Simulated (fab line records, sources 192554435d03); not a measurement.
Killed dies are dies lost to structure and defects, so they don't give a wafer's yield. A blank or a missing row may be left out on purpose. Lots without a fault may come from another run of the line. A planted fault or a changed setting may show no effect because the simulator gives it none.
Problem report in the 8D (eight disciplines) form, filled by code | flow n5_finfet | the parts of the form that need people (team, actions taken, sign-off) are left out

1. THE PROBLEM
cd_nm at N5_MIM_TOP_LITHO_CD_MEAS_08 reads a mean of 1968.8 nm on 2 wafers of 2 lots; wafers without a fault read 2000.3 nm with a standard deviation of 2. That is -16 standard deviations from the usual mean.
The step: target cd 2000 nm.
First seen on wafer L984.4, day 15 20:23, on cd_sem-02. The record holds 33 wafers of 12 lots with a number at this step. Rule for "out", or "out of limits": more than 4 standard deviations from the usual mean. The other wafers with a number count as sound.

2. WHAT IT IS AND WHAT IT IS NOT
question                    | is                   | is not
which readings at this step | cd_nm                | -
which lots                  | L984, L991           | L975, L976, L980, L981, L982, L983, L985, L987, L995, L997
which wafers of those lots  | L984.4, L991.3       | L984.2, L984.6, L991.1, L991.6
read on which gauges        | cd_sem-01, cd_sem-02 | cd_sem-03
when                        | from day 15 20:23    | up to then (20 sound wafers); but 11 sound wafers of L987, L991, L995, L997 came after

3. SUSPECTS, AND WHAT RULES EACH OUT
Counting: a tool at a process step up to the reading stays a suspect if it ran every lot that is out. Sound lots after the first of them don't rule it out here, since some wafers of a struck lot are sound.
- the gauge at N5_MIM_TOP_LITHO_CD_MEAS_08: ruled out. The wafers that are out were read on 2 gauges (cd_sem-01, cd_sem-02).
- pvd_sputter-02 at N5_MIM_BOT_SPUTTER_00 (material TiN, target thk 35 nm, time 89.7 s): kept. It ran every lot that is out, first L984 (day 15 18:43); its last sound lot up to then is L981 (day 14 13:00).
- krf_scanner-02 at N5_MIM_TOP_LITHO_EXPOSE_05 (exposes mask MIM TOP, target cd 2000 nm): kept. It ran every lot that is out, first L984 (day 15 20:13); its last sound lot up to then is L985 (day 15 19:15).
Left after counting: pvd_sputter-02 at N5_MIM_BOT_SPUTTER_00, krf_scanner-02 at N5_MIM_TOP_LITHO_EXPOSE_05.

4. THE CAUSE (what the simulator had put in)
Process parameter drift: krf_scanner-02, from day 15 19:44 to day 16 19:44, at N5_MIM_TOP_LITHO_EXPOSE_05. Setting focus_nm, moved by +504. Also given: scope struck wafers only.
Counting left 2 suspects, and this tool is among them.

5. THE CHAIN OF EFFECTS, in route order
Each row: a reading whose mean over the struck wafers that have a number lies more than 3 standard deviations from the usual. Only readings for which the record gives a usual standard deviation are gone through. hours: the time from each lot's start at the first step in this table that gives one to its start at this step, as a median over the lots. sigmas: the change in usual standard deviations.
hours | step                        | reading | usual     | on struck wafers | change | sigmas
0     | N5_MIM_TOP_LITHO_CD_MEAS_08 | cd_nm   | 2000.3 nm | 1968.8           | -31.5  | -16

6. WHAT WOULD HAVE CAUGHT IT SOONER
In this record the first reading out of limits at a measuring or inspecting step was taken at day 15 20:23, 1 hour after the fault began at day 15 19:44.
Of the tool readings at N5_MIM_TOP_LITHO_EXPOSE_05 for which the record gives a usual standard deviation, none was out on any struck wafer, so an alarm limit of 4 standard deviations on them would not have fired.
Of the lots that are out (2), L991 began N5_MIM_TOP_LITHO_EXPOSE_05 on krf_scanner-02 after day 15 20:23. A hold on the tool at that time would have spared it.
